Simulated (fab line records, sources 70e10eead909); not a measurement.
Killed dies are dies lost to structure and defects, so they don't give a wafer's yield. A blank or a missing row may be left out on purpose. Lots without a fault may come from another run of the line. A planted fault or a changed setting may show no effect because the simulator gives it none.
A struck lot beside a sound one | flow nand_harc | 15 steps out of a route of 1159
Sound: wafers L910.4, L910.5, L910.6. Struck: wafer L922.4. (L922.3 of the same lot was not struck and is left out.) The cause comes at the end.
At each step with rows: each side's tool, then ch and its chambers, then its first start. Under that, the readings that differ: sound wafers | struck wafers | difference of the means | sigmas: that difference in standard deviations of wafers without a fault.
alike: readings whose means differ by less than 2 such deviations, and words and numbers that are the same on both sides. not compared: withheld readings, readings that some wafer has no value for, bounds like >300 that may hide the same value, and numbers for which the record gives no deviation and whose values overlap.
The two part at a step that has a row with sigmas, a row that says differs or no value, or rows on one side only. Numbers that don't overlap but have no deviation are shown without sigmas and don't part them. A reading that every wafer of one side lacks parts them only if that side has two wafers or more.

NHARC_P_START_INSPECT_01:
  sound on defect_inspect-02, day 2 06:02; struck on defect_inspect-01, day 5 06:02
  alike: raw_defect_count
then, 10 steps without rows for these wafers: NHARC_P_ZERO_WELL_PRECLEAN_00 (cleans in SPM, time 600 s); NHARC_P_ZERO_WELL_SRD_01; NHARC_P_ZERO_WELL_PECVD_02 (deposits SiO2, target thk 10 nm); NHARC_P_ZERO_WELL_DEHYDRATE_03 (time 120 s); NHARC_P_ZERO_WELL_HMDS_04 (time 30 s); NHARC_P_ZERO_WELL_COAT_64 (time 65 s); NHARC_P_ZERO_WELL_COAT_05 (resist thk 600 nm); NHARC_P_ZERO_WELL_SOFTBAKE_06 (time 70 s); NHARC_P_ZERO_WELL_EBR_07; NHARC_P_ZERO_WELL_EXPOSE_08 (exposes mask P ZERO, target cd 500 nm).
NHARC_P_ZERO_WELL_PEB_09: peb time 80 s.
  sound on litho_track-03 ch 0, day 2 07:32; struck on litho_track-03 ch 0, day 5 07:02
then, 1 step without rows for these wafers: NHARC_P_ZERO_WELL_DEVELOP_10 (time 50 s).
NHARC_P_ZERO_WELL_CD_MEAS_11: target cd 500 nm.
  sound on cd_sem-03 ch 0, day 2 07:38; struck on cd_sem-01 ch 0, day 5 07:07
  reading    | sound             | struck | difference | sigmas
  cd_nm (nm) | 500.3 498.5 499.1 | 504.9  | +5.6       | +3
then, 1 step without rows for these wafers: NHARC_P_ZERO_WELL_HARDBAKE_12 (time 65 s).

WHERE THEY PART
Only at NHARC_P_ZERO_WELL_CD_MEAS_11, within this record.

WHY: what the simulator had put in
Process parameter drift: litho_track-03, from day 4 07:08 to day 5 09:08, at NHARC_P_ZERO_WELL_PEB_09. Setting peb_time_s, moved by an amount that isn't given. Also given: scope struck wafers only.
